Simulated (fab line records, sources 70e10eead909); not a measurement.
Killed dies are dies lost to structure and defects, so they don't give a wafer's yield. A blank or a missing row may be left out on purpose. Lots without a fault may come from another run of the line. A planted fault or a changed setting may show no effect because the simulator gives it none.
fab line records | flow nand_harc
record lots=5 wafers=15 last_day=32
route steps=1302 shown P_M2@332 P_BONDPAD@351
lots that met no fault: from a run of the same line without faults
start_h: hours from the record's first day to the start of the lot's first wafer shown | wait_h: hours since the lot's step before | " the same as in the row above | L1.1+2: a row that stands for several wafers | - no value, or no start given | * or withheld: withheld | < > ~ a bound
route shown NAME@n: a module of which the file shows steps, and the number in the route of the first | usual: mean/standard deviation of fault-free wafers | same: alike in all rows | chamber/n: place in a boat | sites: the reading at each site | _std_site: their standard deviation | _edge_site: outer sites' mean less inner sites' | radius_mm: how far each site lies from the wafer's centre | mask NAME#n: copy n | behind: the tool/chamber that last shaped the wafer | hold: why the lot was held/for how many hours/how that ended | device: the transistor (n, p or np) that didn't switch | end of line: the same wafers' tests at the end of the route | a step without rows: its recipe alone | killed: dies lost to structure and defects at the first sort, not the wafer's yield | map: a wafer's dies, x killed, . not, _ none there
set.NAME: the setting as run; set.NAME@STEP: as run at that earlier step | model.NAME: the simulator's own value behind a step, which no gauge read
lots at some steps of the route; a table a step, a row a wafer
services: from which hour (start_h, from the record's first day; less than 0 if before it) a tool's chamber was out of use, for how many hours, and why
## steps
# step NHARC_P_M2_ETCH_35
# recipe target_depth_a=400 overetch_a=120 time_s=43.94 ion_energy_ev=200 n2_flow_sccm=150 h2_flow_sccm=150 ar_flow_sccm=0 rf_w=400 bias_w=150 chemistry=N2/H2
# usual drypump_motor_current_A=5.6/0.35 oes_product_au=1.002/0.0077 rf_vpp_V=431.8/2.8 showerhead_plenum_p_Torr=2.09/0.093 throttle_valve_pct=14.173/0.0088
# columns lot.wafer tool chamber start_h wait_h drypump_motor_current_A oes_product_au rf_hours_counter_h rf_vpp_V showerhead_plenum_p_Torr throttle_valve_pct
L076.4 rie_diel-07 0 147.31 0.1 5.9 1.005 1.3 432.7 2.12 14.166
L076.1 " 2 " " 5.1 1.013 0.7 426.8 1.90 14.167
L076.5 " 3 " " 5.8 1.013 - 431.4 2.06 14.195
L078.2 rie_diel-07 0 174.03 0.1 5.9 1.006 3.2 432.8 2.12 14.163
L078.5 " 3 " " 5.8 1.004 - 431.5 2.06 14.161
L078.4 " 0 " " 5.9 0.996 - 433.1 2.12 14.168
L082.4 rie_diel-07 0 219.56 0.1 5.9 0.992 6.7 433.5 2.12 14.162
L082.2 " 2 " " 5.1 1.006 4.6 426.3 1.90 14.179
L082.6 " 1 " " 5.7 1.005 - 432.4 2.12 14.167
L090.3 rie_diel-09 0 284.21 0.1 5.5 1.006 4.2 432.9 2.14 14.186
L090.4 " 3 " " 5.8 1.007 4.2 427.6 1.92 14.173
L090.6 " 0 " " 5.5 1.009 - 433.8 2.14 14.174
L094.4 rie_diel-07 3 328.45 0.1 5.8 1.004 1.4 431.9 2.06 14.172
L094.6 " 2 " " 5.2 1.001 - 426.1 1.90 14.195
L094.5 " 3 " " 5.8 0.990 - 430.8 2.06 14.177
# step NHARC_P_M2_ETCH_15
# recipe target_depth_a=1825 time_s=91.2 c4f8_flow_sccm=withheld ar_flow_sccm=400 rf_w=600 bias_w=300 chemistry=C4F8/Ar
# usual oes_product_au=0.946/0.024 rf_vpp_V=442.1/2.7
# columns lot.wafer tool chamber start_h wait_h oes_product_au rf_hours_counter_h rf_vpp_V
L076.1 rie_diel-07 0 - - 0.956 1.4 441.9
L076.4 " 1 " " 0.983 1.3 443.4
L076.5 " 3 " " 0.965 - 441.8
L078.2 rie_diel-07 3 - - 0.929 2.3 441.4
L078.5 " 2 " " 0.927 - 437.0
L078.4 " 3 " " 0.936 - 442.2
L082.2 rie_diel-07 0 - - 0.919 6.8 443.1
L082.4 " 2 " " 0.924 4.7 438.0
L082.6 " 1 " " 0.923 - 444.5
L090.3 rie_diel-09 0 - - 0.917 4.2 443.6
L090.4 " 1 " " 0.920 4.4 443.0
L090.6 " 1 " " 0.931 - 442.6
L094.4 rie_diel-07 3 - - 0.939 1.5 441.5
L094.6 " 0 " " 0.937 - 443.6
L094.5 " 1 " " 0.927 - 444.0
# step NHARC_P_M2_CD_MEAS_16
# usual cd_nm=170.0/0.67
# columns lot.wafer tool chamber start_h wait_h cd_nm
L076.1 cd_sem-01 - 147.52 - 169.5
L076.4 " - " " 170.5
L076.5 " - " " 170.9
L078.2 cd_sem-03 - 174.26 - 168.7
L078.4 " - " " 168.9
L078.5 " - " " 170.0
L082.2 cd_sem-03 - 219.78 - 169.8
L082.4 " - " " 169.9
L082.6 " - " " 170.0
L090.3 cd_sem-02 - 284.43 - 170.0
L090.4 " - " " 169.3
L090.6 " - " " 169.7
L094.4 cd_sem-03 - 328.68 - 169.6
L094.5 " - " " 170.4
L094.6 " - " " 169.6
# step NHARC_P_M2_STRIP_18
# recipe power_w=1000 n2_flow_sccm=150 h2_flow_sccm=150 ar_flow_sccm=0 bias_w=0 chemistry=N2/H2
# usual drypump_motor_current_A=5.5/0.36 oes_product_au=1.001/0.0066 rf_vpp_V=90.8/0.97 showerhead_plenum_p_Torr=2.07/0.094 throttle_valve_pct=14.172/0.009
# columns lot.wafer tool chamber start_h wait_h drypump_motor_current_A oes_product_au rf_hours_counter_h rf_vpp_V showerhead_plenum_p_Torr throttle_valve_pct
L076.1 rie_diel-07 3 147.62 0.1 5.8 1.003 0.9 90.7 2.06 14.173
L076.4 " 1 " " 5.7 0.995 1.3 91.1 2.13 14.156
L076.5 " 2 " " 5.1 1.002 - 88.7 1.90 14.172
L078.4 rie_diel-13 2 174.39 0.1 5.4 0.994 0.0 91.6 2.17 14.184
L078.2 " 3 " " 5.9 0.998 0.0 91.7 2.13 14.167
L078.5 " 1 " " 6.0 1.006 - 89.9 1.98 14.172
L082.4 rie_diel-13 2 219.85 0.1 5.4 1.003 1.3 92.6 2.16 14.163
L082.2 " 1 " " 6.0 0.999 2.1 89.5 1.97 14.160
L082.6 " 3 " " 5.9 1.009 - 90.9 2.13 14.181
L090.4 rie_diel-13 1 284.50 0.1 6.0 0.995 5.2 90.1 1.97 14.180
L090.3 " 0 " " 5.1 1.007 5.6 91.5 2.20 14.161
L090.6 " 1 " " 6.0 0.996 - 89.7 1.97 14.190
L094.4 rie_diel-13 3 328.79 0.1 5.9 0.992 7.0 92.9 2.12 14.169
L094.5 " 1 " " 6.0 0.988 - 90.2 1.97 14.165
L094.6 " 2 " " 5.4 0.997 - 92.4 2.16 14.178
# step NHARC_P_M2_ETCH_28
# recipe target_depth_a=300 over_etch_frac=0.3 time_s=72.99 ion_energy_ev=150 cf4_flow_sccm=50 n2_flow_sccm=100 ar_flow_sccm=150 rf_w=300 bias_w=100 chemistry=CF4/N2
# usual cf4_flow_sccm=50.01/0.15 drypump_motor_current_A=5.5/0.38 oes_product_au=1.002/0.0076 rf_vpp_V=314.8/1.9 showerhead_plenum_p_Torr=2.67/0.11 throttle_valve_pct=19.793/0.0083
# columns lot.wafer tool chamber start_h wait_h cf4_flow_sccm drypump_motor_current_A oes_product_au rf_hours_counter_h rf_vpp_V showerhead_plenum_p_Torr throttle_valve_pct
L076.1 rie_diel-07 1 - - 50.03 5.7 1.009 1.4 316.5 2.73 19.790
L076.4 " 2 " " 49.85 5.1 1.007 0.8 310.8 2.46 19.799
L076.5 " 2 " " 49.97 5.1 1.000 - 310.9 2.46 19.791
L078.4 rie_diel-13 2 - - 49.84 5.4 0.993 0.0 317.8 2.77 19.791
L078.2 " 3 " " 49.70 5.9 0.996 0.0 315.4 2.73 19.789
L078.5 " 1 " " 49.94 6.0 0.999 - 312.5 2.55 19.799
L082.2 rie_diel-13 2 - - 49.82 5.4 0.990 1.3 316.0 2.77 19.793
L082.4 " 0 " " 49.75 5.1 1.003 2.3 316.4 2.82 19.803
L082.6 " 2 " " 49.88 5.4 1.001 - 317.7 2.77 19.788
L090.3 rie_diel-13 2 - - 49.89 5.4 1.002 4.2 316.1 2.77 19.805
L090.4 " 3 " " 50.23 5.9 1.011 5.4 315.5 2.73 19.786
L090.6 " 0 " " 49.97 5.1 1.011 - 316.9 2.82 19.790
L094.4 rie_diel-13 1 - - 50.06 6.0 1.008 6.8 312.1 2.55 19.809
L094.5 " 3 " " 50.35 5.9 1.007 - 315.7 2.73 19.807
L094.6 " 0 " " 49.90 5.1 1.007 - 316.2 2.81 19.794
# step NHARC_P_M2_STRIP_19
# recipe time_s=600 temp_c=30 chemistry=post_etch_residue_remover
# columns lot.wafer tool chamber start_h wait_h
L076.1+4+5 wet_bench-10 3,4,5 147.96 -
L078.4+2+5 wet_bench-10 1,3,6 174.71 -
L082.2+6+4 wet_bench-10 2,5,6 220.24 -
L090.3+4+6 wet_bench-08 1,2,3 284.89 -
L094.4+6+5 wet_bench-10 7,0,3 329.12 -
# step NHARC_P_M2_DEGAS_29
# recipe temp_c=250 time_s=60
# usual heater_power_w=326/33
# columns lot.wafer tool chamber start_h wait_h heater_power_w
L076.1 pvd_sputter-01 - 148.23 - 288
L076.4 " - " " 360
L076.5 " - " " 378
L078.2 pvd_sputter-02 - 174.99 - 300
L078.4 " - " " 298
L078.5 " - " " 313
L082.4 pvd_sputter-01 - 220.53 - 367
L082.2 " - " " 360
L082.6 " - " " 293
L090.3 pvd_sputter-01 - 285.14 - 366
L090.4 " - " " 359
L090.6 " - " " 361
L094.4 pvd_sputter-01 - 329.38 - 299
L094.6 " - " " 297
L094.5 " - " " 379
# step NHARC_P_M2_PRE_CLEAN_30
# recipe time_s=30 temp_c=280 gas=H2/He
# usual heater_power_w=396/41
# columns lot.wafer tool chamber start_h wait_h heater_power_w
L076.1 pvd_sputter-01 - - - 424
L076.4 " - " " 353
L076.5 " - " " 440
L078.4 pvd_sputter-02 - - - 362
L078.2 " - " " 363
L078.5 " - " " 364
L082.2 pvd_sputter-01 - - - 447
L082.4 " - " " 454
L082.6 " - " " 447
L090.4 pvd_sputter-01 - - - 363
L090.3 " - " " 455
L090.6 " - " " 363
L094.4 pvd_sputter-01 - - - 446
L094.6 " - " " 449
L094.5 " - " " 378
# step NHARC_P_M2_PVD_20
# recipe target_thk_a=50 bias_v=168.6 power_w=15000 chamber_pressure_pa=0.12 time_s=8.06 substrate_temp_c=50 material=TaN
# usual throttle_valve_pct=30.3/0.85
# columns lot.wafer tool chamber start_h wait_h throttle_valve_pct
L076.1 pvd_sputter-01 - - - 30.8
L076.4 " - " " 30.4
L076.5 " - " " 30.1
L078.2 pvd_sputter-02 - - - 31.1
L078.4 " - " " 29.4
L078.5 " - " " 28.3
L082.2 pvd_sputter-01 - - - 30.5
L082.4 " - " " 31.5
L082.6 " - " " 30.5
L090.4 pvd_sputter-01 - - - 30.4
L090.3 " - " " 30.7
L090.6 " - " " 30.9
L094.4 pvd_sputter-01 - - - 29.2
L094.5 " - " " 31.0
L094.6 " - " " 30.4
# step NHARC_P_M2_PVD_21
# recipe target_thk_a=300 chamber_pressure_pa=5 power_w=5000 substrate_temp_c=30 time_s=20.49 material=Cu
# usual throttle_valve_pct=30.2/0.85
# columns lot.wafer tool chamber start_h wait_h throttle_valve_pct
L076.4 pvd_sputter-01 - - - 30.6
L076.1 " - " " 30.4
L076.5 " - " " 30.9
L078.2 pvd_sputter-02 - - - 28.1
L078.4 " - " " 30.8
L078.5 " - " " 29.6
L082.4 pvd_sputter-01 - - - 30.7
L082.2 " - " " 29.9
L082.6 " - " " 31.3
L090.4 pvd_sputter-01 - - - 29.1
L090.3 " - " " 30.6
L090.6 " - " " 30.6
L094.4 pvd_sputter-01 - - - 29.2
L094.5 " - " " 29.0
L094.6 " - " " 30.8
# step NHARC_P_M2_ECD_22
# recipe target_thk_a=4000 bath_temp_c=25 material=Cu
# columns lot.wafer tool chamber start_h wait_h
L076.1+4+5 ecd_cu-01 1,0,0 148.64 -
L078.2+4+5 ecd_cu-02 0,0,1 175.34 -
L082.2+4+6 ecd_cu-01 1,0,1 220.93 -
L090.3+4+6 ecd_cu-01 1,0,0 285.60 -
L094.4+6+5 ecd_cu-02 1,1,0 329.83 -
# step NHARC_P_M2_ANNEAL_31
# recipe temp_c=225 time_s=90
# usual wafer_temp_C_max=225.8/0.31
# columns lot.wafer tool chamber start_h wait_h wafer_temp_C_max
L076.1 rtp_anneal-01 0 148.96 - 225.6
L076.4 " 0 " " 225.7
L076.5 " 0 " " 225.6
L078.2 rtp_anneal-02 0 175.99 0.6 225.9
L078.4 " 0 " " 225.9
L078.5 " 0 " " 225.9
L082.2 rtp_anneal-01 0 221.31 - 225.7
L082.4 " 0 " " 225.6
L082.6 " 0 " " 225.8
L090.3 rtp_anneal-01 0 285.98 - 225.8
L090.4 " 0 " " 225.4
L090.6 " 0 " " 225.6
L094.4 rtp_anneal-01 0 330.26 - 226.0
L094.5 " 0 " " 225.4
L094.6 " 0 " " 225.1
# step NHARC_P_M2_CMP_23
# recipe t_overpolish_s=20 target_thk_nm=144.3
# usual edge_zone_pressure_frac=1.001/0.0046 motor_current_A=12.3/0.81 time_to_endpoint_s=29.5/2
# columns lot.wafer tool chamber start_h wait_h edge_zone_pressure_frac motor_current_A time_to_endpoint_s
L076.1 cmp-03 3 149.33 - 1.006 11.8 29.5
L076.4 " 0 " " 1.002 13.2 26.2
L076.5 " 2 " " 1.000 11.0 28.1
L078.2 cmp-04 2 176.31 - 1.001 13.0 28.6
L078.4 " 3 " " 0.999 12.4 28.7
L078.5 " 2 " " 1.008 12.5 29.6
L082.4 cmp-03 1 221.63 - 0.994 12.9 29.4
L082.2 " 3 " " 0.998 11.3 28.0
L082.6 " 1 " " 0.998 12.8 29.0
L090.4 cmp-04 2 286.25 - 1.005 12.2 30.8
L090.3 " 3 " " 1.008 11.8 29.1
L090.6 " 2 " " 1.005 11.9 30.1
L094.4 cmp-03 3 330.51 - 1.000 11.2 28.5
L094.5 " 1 " " 1.009 13.2 28.8
L094.6 " 2 " " 0.996 10.7 28.2
# step NHARC_P_M2_THK_MEAS_24
# recipe thk_meas_gauge=xrf
# usual thk_nm=144.6/1.2
# columns lot.wafer tool chamber start_h wait_h thk_nm
L076.1 film_metro-02 - 149.62 - 144.5
L076.4 " - " " 144.0
L076.5 " - " " 146.0
L078.2 film_metro-02 - 176.60 - 141.6
L078.4 " - " " 144.0
L078.5 " - " " 142.0
L082.2 film_metro-02 - 221.92 - 144.6
L082.4 " - " " 142.5
L082.6 " - " " 143.8
L090.3 film_metro-02 - 286.54 - 143.8
L090.4 " - " " 145.3
L090.6 " - " " 145.7
L094.4 film_metro-02 - 330.77 - 143.7
L094.5 " - " " 143.1
L094.6 " - " " 143.6
# step NHARC_P_M2_SRD_25
# columns lot.wafer tool chamber start_h wait_h
L076.4+1+5 wet_bench-10 5,6,0 149.67 0.0
L078.5+4+2 wet_bench-10 5,6,2 176.64 0.0
L082.4+2+6 wet_bench-08 5,0,2 221.96 0.0
L090.4+3+6 wet_bench-08 7,1,4 286.58 0.0
L094.6+5+4 wet_bench-10 3,6,0 330.81 0.0
# step NHARC_P_M2_INSPECT_27
# usual raw_defect_count=314/130
# columns lot.wafer tool chamber start_h wait_h raw_defect_count
L076.1 defect_inspect-01 - 149.78 0.0 270
L076.4 " - " " 200
L076.5 " - " " 360
L078.2 defect_inspect-02 - 176.76 0.0 242
L078.4 " - " " 587
L078.5 " - " " 606
L082.2 defect_inspect-02 - 222.07 0.0 564
L082.4 " - " " 273
L082.6 " - " " 194
L090.3 defect_inspect-01 - 286.71 0.0 292
L090.4 " - " " 284
L090.6 " - " " 361
L094.4 defect_inspect-02 - 330.93 0.0 237
L094.5 " - " " 187
L094.6 " - " " 185
# step NHARC_P_M2_PRE_CLEAN_32
# recipe time_s=12 temp_c=370 rf_power_w=300 gas=NH3
# usual heater_power_w=649/78
# columns lot.wafer tool chamber start_h wait_h heater_power_w
L076.1 pecvd-01 0 149.84 0.1 689
L076.5 " 1 " " 639
L076.4 " 2 " " 771
L078.2 pecvd-02 0 176.82 0.1 639
L078.5 " 0 " " 638
L078.4 " 1 " " 642
L082.2 pecvd-04 0 222.15 0.1 680
L082.4 " 2 " " 680
L082.6 " 1 " " 571
L090.3 pecvd-04 0 286.80 0.1 569
L090.4 " 1 " " 523
L090.6 " 0 " " 559
L094.6 pecvd-04 0 331.03 0.1 590
L094.4 " 1 " " 537
L094.5 " 2 " " 628
# step NHARC_P_M2_DEP_33
# recipe target_thk_a=300 temp_c=370 target_thk_nm=30 pressure_torr=3 flow_sccm=200 rf_w=450 material=SiCN
# usual heater_power_w=596/77
# columns lot.wafer tool chamber start_h wait_h heater_power_w
L076.1 pecvd-01 0 149.92 0.1 600
L076.5 " 1 " " 596
L076.4 " 2 " " 743
L078.2 pecvd-02 0 176.90 0.1 563
L078.5 " 0 " " 568
L078.4 " 1 " " 507
L082.2 pecvd-04 0 222.26 0.1 613
L082.4 " 2 " " 586
L082.6 " 1 " " 433
L090.3 pecvd-04 0 286.94 0.1 619
L090.4 " 1 " " 477
L090.6 " 0 " " 612
L094.6 pecvd-04 0 331.20 0.2 618
L094.4 " 1 " " 429
L094.5 " 2 " " 609
# step NHARC_P_BONDPAD_DEP_00
# recipe target_thk_a=2500 temp_c=370 target_thk_nm=250 pressure_torr=3 flow_sccm=200 rf_w=450 material=SiCN
# usual heater_power_w=604/79
# columns lot.wafer tool chamber start_h wait_h heater_power_w
L076.1 pecvd-02 1 150.43 - 498
L076.5 " 0 " " 601
L076.4 " 1 " " 514
L078.2 pecvd-04 0 177.31 - 563
L078.4 " 0 " " 568
L078.5 " 2 " " 593
L082.2 pecvd-01 2 222.73 - 667
L082.6 " 0 " " 581
L082.4 " 2 " " 717
L090.3 pecvd-01 1 287.27 - 489
L090.6 " 1 " " 499
L090.4 " 2 " " 715
L094.4 pecvd-01 0 331.62 - 665
L094.5 " 1 " " 614
L094.6 " 2 " " 568
# step NHARC_P_BONDPAD_CMP_32
# recipe target_thk_nm=200 material=SiCN
# usual edge_zone_pressure_frac=1.000/0.0052 motor_current_A=12.3/1.1
# columns lot.wafer tool chamber start_h wait_h edge_zone_pressure_frac motor_current_A
L076.4 cmp-03 1 150.77 - 0.999 13.0
L076.1 " 2 " " 1.005 10.3
L076.5 " 0 " " 1.008 13.0
L078.2 cmp-03 3 177.72 - 0.998 11.0
L078.4 " 2 " " 0.996 10.8
L078.5 " 3 " " 1.000 11.2
L082.2 cmp-04 3 223.06 - 1.001 12.0
L082.4 " 0 " " 1.001 13.6
L082.6 " 2 " " 0.995 12.9
L090.3 cmp-04 0 287.67 - 0.995 12.6
L090.4 " 2 " " 1.012 12.3
L090.6 " 0 " " 1.002 12.4
L094.4 cmp-01 2 331.96 - 1.005 15.1
L094.5 " 3 " " 0.997 13.0
L094.6 " 0 " " 1.006 11.9
# step NHARC_P_BONDPAD_THK_MEAS_33
# recipe thk_meas_gauge=ellipsometry
# usual thk_nm=200.1/1.4
# columns lot.wafer tool chamber start_h wait_h thk_nm
L076.1 film_metro-01 - 150.99 0.2 198.7
L076.4 " - " " 202.0
L076.5 " - " " 200.7
L078.2 film_metro-02 - 177.98 0.2 201.8
L078.4 " - " " 200.8
L078.5 " - " " 201.3
L082.2 film_metro-02 - 223.29 0.2 199.6
L082.4 " - " " 200.0
L082.6 " - " " 201.7
L090.3 film_metro-02 - 287.92 0.2 202.8
L090.4 " - " " 202.6
L090.6 " - " " 200.0
L094.4 film_metro-01 - 332.14 0.2 198.6
L094.5 " - " " 200.5
L094.6 " - " " 198.5
# step NHARC_P_BONDPAD_SRD_34
# columns lot.wafer tool chamber start_h wait_h
L076.1+5+4 wet_bench-08 5,6,1 151.04 0.0
L078.2+4+5 wet_bench-10 7,2,4 178.02 0.0
L082.4+6+2 wet_bench-10 7,0,1 223.34 0.0
L090.4+3+6 wet_bench-08 6,7,0 287.98 0.1
L094.5+6+4 wet_bench-10 1,3,6 332.18 0.0
# step NHARC_P_BONDPAD_DEHYDRATE_01
# recipe temp_c=150 time_s=120
# columns lot.wafer tool chamber start_h wait_h
L076.1+4+5 litho_track-05 0 151.12 0.1
L078.2+4+5 litho_track-05 0 178.12 0.1
L082.2+4+6 litho_track-03 0 223.41 0.1
L090.3+4+6 litho_track-03 0 288.05 0.1
L094.4+5+6 litho_track-03 0 332.26 0.1
# step NHARC_P_BONDPAD_HMDS_02
# recipe time_s=30
# columns lot.wafer tool chamber start_h wait_h
L076.1+4+5 litho_track-05 0 - -
L078.2+4+5 litho_track-05 0 - -
L082.2+4+6 litho_track-03 0 - -
L090.3+4+6 litho_track-03 0 - -
L094.4+5+6 litho_track-03 0 - -
# step NHARC_P_BONDPAD_COAT_36
# recipe temp_c=200 time_s=65
# columns lot.wafer tool chamber start_h wait_h
L076.1+4+5 litho_track-05 0 - -
L078.2+4+5 litho_track-05 0 - -
L082.2+4+6 litho_track-03 0 - -
L090.3+4+6 litho_track-03 0 - -
L094.4+5+6 litho_track-03 0 - -
# step NHARC_P_BONDPAD_COAT_03
# recipe spin_rpm=2000 resist_thk_nm=600
# usual dispense_pressure_kPa=49.4/1.8
# columns lot.wafer tool chamber start_h wait_h dispense_pressure_kPa
L076.1 litho_track-05 0 - - 47.5
L076.4 " 0 " " 47.5
L076.5 " 0 " " 47.5
L078.2 litho_track-05 0 - - 47.4
L078.4 " 0 " " 47.4
L078.5 " 0 " " 47.4
L082.2 litho_track-03 0 - - 51.0
L082.4 " 0 " " 51.1
L082.6 " 0 " " 51.1
L090.3 litho_track-03 0 - - 51.0
L090.4 " 0 " " 51.1
L090.6 " 0 " " 51.0
L094.4 litho_track-03 0 - - 51.1
L094.5 " 0 " " 51.0
L094.6 " 0 " " 51.0
# step NHARC_P_BONDPAD_SOFTBAKE_04
# recipe temp_c=125 time_s=70
# columns lot.wafer tool chamber start_h wait_h
L076.1+4+5 litho_track-05 0 - -
L078.2+4+5 litho_track-05 0 - -
L082.2+4+6 litho_track-03 0 - -
L090.3+4+6 litho_track-03 0 - -
L094.4+5+6 litho_track-03 0 - -
# step NHARC_P_BONDPAD_EBR_05
# columns lot.wafer tool chamber start_h wait_h
L076.1+4+5 litho_track-05 0 - -
L078.2+4+5 litho_track-05 0 - -
L082.2+4+6 litho_track-03 0 - -
L090.3+4+6 litho_track-03 0 - -
L094.4+5+6 litho_track-03 0 - -
# step NHARC_P_BONDPAD_EXPOSE_06
# recipe na=0.55 dose_mj=37.06 mask_id=P_BPAD
# columns lot.wafer tool chamber start_h wait_h mask
L076.1+4+5 krf_scanner-03 0 151.41 - P_BPAD#0
L078.2+4+5 krf_scanner-03 0 178.41 - P_BPAD#0
L082.2+4+6 krf_scanner-02 0 223.71 - P_BPAD#0
L090.3+4+6 krf_scanner-02 0 288.35 - P_BPAD#0
L094.4+5+6 krf_scanner-02 0 332.57 - P_BPAD#0
# step NHARC_P_BONDPAD_PEB_07
# recipe peb_temp_c=128 peb_time_s=80
# columns lot.wafer tool chamber start_h wait_h
L076.1+4+5 litho_track-02 0 151.47 0.1
L078.2+4+5 litho_track-03 0 178.47 0.1
L082.2+4+6 litho_track-03 0 223.77 0.1
L090.3+4+6 litho_track-02 0 288.40 0.1
L094.4+5+6 litho_track-02 0 332.62 0.0
# step NHARC_P_BONDPAD_DEVELOP_08
# recipe time_s=50 dev_temp_c=22
# usual developer_temp_C=22.02/0.11
# columns lot.wafer tool chamber start_h wait_h developer_temp_C
L076.1 litho_track-02 0 - - 21.88
L076.4 " 0 " " 22.08
L076.5 " 0 " " 22.05
L078.2 litho_track-03 0 - - 21.80
L078.4 " 0 " " 21.96
L078.5 " 0 " " 22.12
L082.2 litho_track-03 0 - - 22.08
L082.4 " 0 " " 22.06
L082.6 " 0 " " 22.10
L090.3 litho_track-02 0 - - 22.01
L090.4 " 0 " " 22.03
L090.6 " 0 " " 21.91
L094.4 litho_track-02 0 - - 21.92
L094.5 " 0 " " 21.90
L094.6 " 0 " " 21.93
# step NHARC_P_BONDPAD_CD_MEAS_09
# recipe target_cd_nm=500 landing_energy_ev=500
# usual cd_nm=500.2/1.1
# columns lot.wafer tool chamber start_h wait_h cd_nm
L076.1 cd_sem-02 0 151.56 - 500.8
L076.4 " 0 " " 498.9
L076.5 " 0 " " 498.8
L078.2 cd_sem-01 0 178.56 - 502.4
L078.4 " 0 " " 502.3
L078.5 " 0 " " 502.0
L082.2 cd_sem-01 0 223.87 - 502.5
L082.4 " 0 " " 500.2
L082.6 " 0 " " 500.1
L090.3 cd_sem-03 0 288.49 - 500.6
L090.4 " 0 " " 500.3
L090.6 " 0 " " 501.1
L094.4 cd_sem-03 0 332.71 - 500.4
L094.5 " 0 " " 500.2
L094.6 " 0 " " 497.8
# step NHARC_P_BONDPAD_OVL_MEAS_38
# usual overlay_x_nm=1/5 overlay_y_nm=0/4.2
# columns lot.wafer tool chamber start_h wait_h overlay_x_nm overlay_y_nm
L076.1 overlay-02 - 151.65 - 5 3
L076.4 " - " " 6 3
L076.5 " - " " 5 3
L078.2 overlay-01 - 178.65 - 9 -1
L078.4 " - " " 9 -1
L078.5 " - " " 9 0
L082.2 overlay-02 - 223.95 - 5 -2
L082.4 " - " " 5 -2
L082.6 " - " " 5 -2
L090.3 overlay-01 - 288.58 - -5 3
L090.4 " - " " -4 3
L090.6 " - " " -5 3
L094.4 overlay-01 - 332.79 - -5 -1
L094.5 " - " " -4 -1
L094.6 " - " " -3 -1
# step NHARC_P_BONDPAD_HARDBAKE_10
# recipe temp_c=118 time_s=65
# columns lot.wafer tool chamber start_h wait_h
L076.1+4+5 litho_track-02 0 151.69 0.0
L078.2+4+5 litho_track-02 0 178.70 0.0
L082.2+4+6 litho_track-03 0 224.00 0.0
L090.3+4+6 litho_track-02 0 288.63 0.1
L094.4+5+6 litho_track-02 0 332.85 0.1
# step NHARC_P_BONDPAD_DESCUM_11
# recipe time_s=3 o2_flow_sccm=200 ar_flow_sccm=0 bias_power_w=0 chemistry=O2
# usual drypump_motor_current_A=5.5/0.35 oes_product_au=0.999/0.0075 rf_vpp_V=57.6/0.86 showerhead_plenum_p_Torr=1.91/0.072 throttle_valve_pct=11.312/0.0088
# columns lot.wafer tool chamber start_h wait_h drypump_motor_current_A oes_product_au rf_hours_counter_h rf_vpp_V showerhead_plenum_p_Torr throttle_valve_pct
L076.1 rie_diel-01 2 151.78 - 5.7 0.996 2.8 55.8 1.83 11.331
L076.4 " 1 " " 5.0 1.001 - 57.1 1.88 11.312
L076.5 " 3 " " 6.1 0.984 - 57.8 2.01 11.303
L078.4 rie_diel-01 0 178.77 - 5.3 1.004 2.8 58.8 1.97 11.327
L078.2 " 3 " " 6.1 1.001 3.0 57.7 2.01 11.307
L078.5 " 1 " " 5.0 0.995 - 58.8 1.88 11.297
L082.2 rie_diel-10 2 224.10 - 5.7 1.007 10.0 58.5 1.95 11.308
L082.4 " 1 " " 5.7 1.003 - 57.5 1.91 11.312
L082.6 " 2 " " 5.7 0.997 - 57.8 1.95 11.304
L090.3 rie_diel-10 2 288.70 - 5.7 1.002 2.8 58.4 1.95 11.319
L090.4 " 0 " " 5.3 0.988 3.6 56.3 1.80 11.311
L090.6 " 2 " " 5.7 1.012 - 58.0 1.95 11.313
L094.4 rie_diel-10 0 332.94 - 5.3 1.003 4.8 58.2 1.80 11.320
L094.5 " 1 " " 5.7 1.001 - 56.7 1.91 11.311
L094.6 " 2 " " 5.7 1.004 - 58.0 1.95 11.309
# step NHARC_P_BONDPAD_ETCH_37
# recipe target_depth_a=600 overetch_a=180 time_s=65.91 ion_energy_ev=200 n2_flow_sccm=150 h2_flow_sccm=150 ar_flow_sccm=0 rf_w=400 bias_w=150 chemistry=N2/H2
# usual drypump_motor_current_A=5.5/0.35 oes_product_au=0.999/0.0068 rf_vpp_V=430.4/2.2 showerhead_plenum_p_Torr=2.04/0.077 throttle_valve_pct=14.172/0.0089
# columns lot.wafer tool chamber start_h wait_h drypump_motor_current_A oes_product_au rf_hours_counter_h rf_vpp_V showerhead_plenum_p_Torr throttle_valve_pct
L076.1 rie_diel-01 3 151.88 0.1 6.1 0.989 2.6 433.7 2.15 14.175
L076.4 " 2 " " 5.7 0.999 - 428.9 1.95 14.170
L076.5 " 1 " " 5.0 0.994 - 431.0 2.01 14.163
L078.4 rie_diel-01 2 178.87 0.1 5.7 1.001 3.3 427.5 1.95 14.170
L078.2 " 3 " " 6.1 1.000 3.0 433.9 2.15 14.174
L078.5 " 1 " " 5.0 1.012 - 430.9 2.01 14.157
L082.2 rie_diel-10 1 224.18 0.1 5.7 0.996 10.0 430.3 2.04 14.165
L082.4 " 2 " " 5.7 0.997 - 430.0 2.08 14.177
L082.6 " 0 " " 5.3 1.006 - 426.8 1.92 14.168
L090.3 rie_diel-10 2 288.79 0.1 5.7 0.999 2.8 431.3 2.08 14.177
L090.4 " 1 " " 5.8 0.998 3.0 430.6 2.04 14.176
L090.6 " 3 " " 5.9 1.003 - 428.5 1.95 14.155
L094.4 rie_diel-10 2 333.01 0.1 5.7 1.004 4.1 431.9 2.08 14.164
L094.6 " 1 " " 5.7 0.998 - 429.9 2.04 14.181
L094.5 " 2 " " 5.7 1.000 - 432.2 2.08 14.186
## services
# columns tool chamber start_h hours kind
litho_track-05 - 124.01 7.0 pm
pecvd-01 - 130.00 13.0 pm
rie_diel-13 2 131.73 12.6 repair
wet_bench-10 - 135.20 8.0 pm
cmp-03 - 162.00 4.0 pm
rie_diel-13 - 165.00 9.0 pm
rie_diel-07 1 172.11 5.1 repair
rie_diel-13 2 183.85 7.4 repair
rie_diel-07 3 200.40 4.0 repair
pecvd-04 0 204.08 6.5 repair
rie_diel-10 3 212.20 15.4 repair
pvd_sputter-01 - 226.04 10.0 pm
litho_track-02 - 227.00 7.0 pm
rie_diel-13 2 240.90 4.3 repair
rie_diel-10 - 242.70 9.0 pm
rie_diel-10 1 251.77 5.9 repair
cmp-03 - 260.00 4.0 pm
pecvd-04 - 269.17 13.0 pm
litho_track-03 - 275.00 7.0 pm
rie_diel-07 - 294.20 9.0 pm
litho_track-05 - 299.01 7.0 pm
pecvd-04 - 304.90 5.4 repair
wet_bench-10 - 311.20 8.0 pm
pvd_sputter-01 - 315.18 2.0 repair
## key
fault none
